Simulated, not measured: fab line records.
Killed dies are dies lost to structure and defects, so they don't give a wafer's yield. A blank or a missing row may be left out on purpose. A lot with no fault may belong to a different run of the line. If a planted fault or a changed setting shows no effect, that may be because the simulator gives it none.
What tool caused it?	flow nand_harc	42 wafers from 15 lots sampled at 4 of the route's 1159 steps

## WHAT EACH GAUGE READ, for each wafer
The record lacks any reading of a measuring or inspecting step that a usual standard deviation could be used to judge.

## WHAT TOOL EACH LOT RAN ON (gives the tool, then ch and the chambers of the sampled wafers, and finally the start)
lot	NHARC_A_CONTACT_ETCH_114	NHARC_A_CONTACT_ETCH_116	NHARC_A_CONTACT_ETCH_119	NHARC_A_CONTACT_ETCH_90
L700	har_cap_etch-01 ch 0,1, day 16 02:29	har_cap_etch-01 ch 0,1, day 16 02:40	har_cap_etch-01 ch 0,1, day 16 02:56	rie_diel-10 ch 1,2,3, day 16 03:55
L702	har_cap_etch-01 ch 0,1, day 16 15:20	har_cap_etch-01 ch 0,1, day 16 15:31	har_cap_etch-01 ch 0,1, day 16 15:47	rie_diel-10 ch 0,1,2, day 16 16:45
L701	har_cap_etch-02 ch 0,1, day 16 17:35	har_cap_etch-02 ch 0,1, day 16 17:46	har_cap_etch-02 ch 0,1, day 16 18:02	rie_diel-10 ch 0,2, day 16 18:59
L704	har_cap_etch-02 ch 0,1, day 17 07:50	har_cap_etch-02 ch 0,1, day 17 08:01	har_cap_etch-02 ch 0,1, day 17 08:17	rie_diel-10 ch 0,1,2, day 17 09:14
L705	har_cap_etch-01 ch 0,1, day 17 12:20	har_cap_etch-01 ch 0,1, day 17 12:31	har_cap_etch-01 ch 0,1, day 17 12:47	rie_diel-10 ch 1,2, day 17 13:45
L706	har_cap_etch-02 ch 0,1, day 17 17:52	har_cap_etch-02 ch 0,1, day 17 18:03	har_cap_etch-02 ch 0,1, day 17 18:19	rie_diel-10 ch 1,2, day 17 19:18
L703	har_cap_etch-03 ch 0,1, day 17 21:05	har_cap_etch-03 ch 0,1, day 17 21:16	har_cap_etch-03 ch 0,1, day 17 21:32	rie_diel-09 ch 1,3, day 17 22:32
L708	har_cap_etch-02 ch 0,1, day 18 05:07	har_cap_etch-02 ch 0,1, day 18 05:18	har_cap_etch-02 ch 0,1, day 18 05:35	rie_diel-10 ch 1,2, day 18 06:31
L707	har_cap_etch-02 ch 0,1, day 18 20:17	har_cap_etch-02 ch 0,1, day 18 20:28	har_cap_etch-02 ch 0,1, day 18 20:44	rie_diel-10 ch 1,2, day 18 21:44
L718	har_cap_etch-01 ch 0,1, day 20 15:46	har_cap_etch-01 ch 0,1, day 20 15:56	har_cap_etch-01 ch 0,1, day 20 16:13	rie_diel-09 ch 0,3, day 20 17:10
L716	har_cap_etch-01 ch 0,1, day 20 20:08	har_cap_etch-01 ch 0,1, day 20 20:20	har_cap_etch-01 ch 0,1, day 20 20:36	rie_diel-09 ch 0,2,3, day 20 21:35
L719	har_cap_etch-01 ch 0,1, day 21 14:34	har_cap_etch-01 ch 0,1, day 21 14:44	har_cap_etch-01 ch 0,1, day 21 15:01	rie_diel-09 ch 1,2,3, day 21 15:59
L721	har_cap_etch-02 ch 0,1, day 21 22:37	har_cap_etch-02 ch 0,1, day 21 22:48	har_cap_etch-02 ch 0,1, day 21 23:04	rie_diel-10 ch 2,3, day 22 00:03
L720	har_cap_etch-01 ch 0,1, day 21 23:23	har_cap_etch-01 ch 0,1, day 21 23:35	har_cap_etch-01 ch 0,1, day 21 23:51	rie_diel-09 ch 0,1,3, day 22 00:48
L722	har_cap_etch-02 ch 0,1, day 22 13:04	har_cap_etch-02 ch 0,1, day 22 13:14	har_cap_etch-02 ch 0,1, day 22 13:31	rie_diel-02 ch 2,3, day 22 14:28
- NHARC_A_CONTACT_ETCH_114: etches the open film in C4F8/O2/Ar, time 94 s, target depth 922 nm.
- NHARC_A_CONTACT_ETCH_116: etches the open film in C4F8/O2/Ar, time 94 s, target depth 922 nm.
- NHARC_A_CONTACT_ETCH_119: etches the open film in C4F8/O2/Ar, time 94 s, target depth 922 nm.
- NHARC_A_CONTACT_ETCH_90: etches the open film in CH3F/O2, target depth 40 nm, time 85.7 s.

## AS READ BY THE TOOLS THEMSELVES (means over the sampled wafers that have a number; for cases with no such wafer, the mark the record gives instead)
NHARC_A_CONTACT_ETCH_90.
lot	tool	ch3f_flow_sccm (sccm)	drypump_motor_current_A (A)	oes_product_au (a.u.)	rf_vpp_V (V)	run_length_s (s)	showerhead_plenum_p_Torr (Torr)	throttle_valve_pct (%)
L700	rie_diel-10	49.93	6.0	0.99	243.8	106.8	2.46	20.652
L702	rie_diel-10	50.10	6.0	1.01	243.9	107.4	2.50	20.678
L701	rie_diel-10	49.90	6.1	1.01	246.8	107.3	2.61	20.659
L704	rie_diel-10	49.89	6.0	1.00	245.7	107.1	2.50	20.668
L705	rie_diel-10	50.08	6.4	1.01	244.4	107.0	2.49	20.661
L706	rie_diel-10	50.11	6.3	0.92	243.6	93.4	2.44	20.666
L703	rie_diel-09	50.13	5.9	0.93	246.1	106.8	2.59	20.656
L708	rie_diel-10	49.92	6.2	0.94	244.8	93.2	2.44	20.668
L707	rie_diel-10	50.02	6.2	0.93	244.9	93.2	2.44	20.660
L718	rie_diel-09	49.92	6.0	1.02	243.9	107.1	2.50	20.670
L716	rie_diel-09	49.96	5.8	0.92	244.4	106.9	2.46	20.666
L719	rie_diel-09	49.91	5.7	1.00	244.3	106.8	2.53	20.666
L721	rie_diel-10	49.87	6.3	1.00	245.9	106.9	2.54	20.667
L720	rie_diel-09	49.92	5.7	0.93	245.2	107.2	2.48	20.654
L722	rie_diel-02	49.93	5.7	0.92	244.0	107.3	2.40	20.660

## THE ANSWER, worked out from the rows above alone
Rule: the usual values come from the lots themselves. The widest of any qualifying gaps counts: lots, ordered by their means at a reading, are off when they make up no more than a third of the lots, leave a main group of 4 or more, and stand apart from it by 3 or more times the standard deviation of that group's means. If all means in a main group match to the digits the tables above print for the reading, that group is not used. A lot without any number at a reading at which 4 lots or more have one is off too. Any other lot the step has rows for is counted as sound. First the gauges in route order, then the tools' own readings, where a lot's mean is used as printed above. The first step at which some lot is off is used, and at that step the reading that is off furthest; a lot without a number counts as furthest.
Off: L706, L708, L707, at NHARC_A_CONTACT_ETCH_90 (run_length_s). Mean 107.0 s and standard deviation 0.21 in the main group.
If a tool, at that step or one of the process steps before it, ran each lot that is off and ran no sound lot following the first of them, it fits. None of those tried fits.

## WHAT HAD BEEN PUT IN BY THE SIMULATOR
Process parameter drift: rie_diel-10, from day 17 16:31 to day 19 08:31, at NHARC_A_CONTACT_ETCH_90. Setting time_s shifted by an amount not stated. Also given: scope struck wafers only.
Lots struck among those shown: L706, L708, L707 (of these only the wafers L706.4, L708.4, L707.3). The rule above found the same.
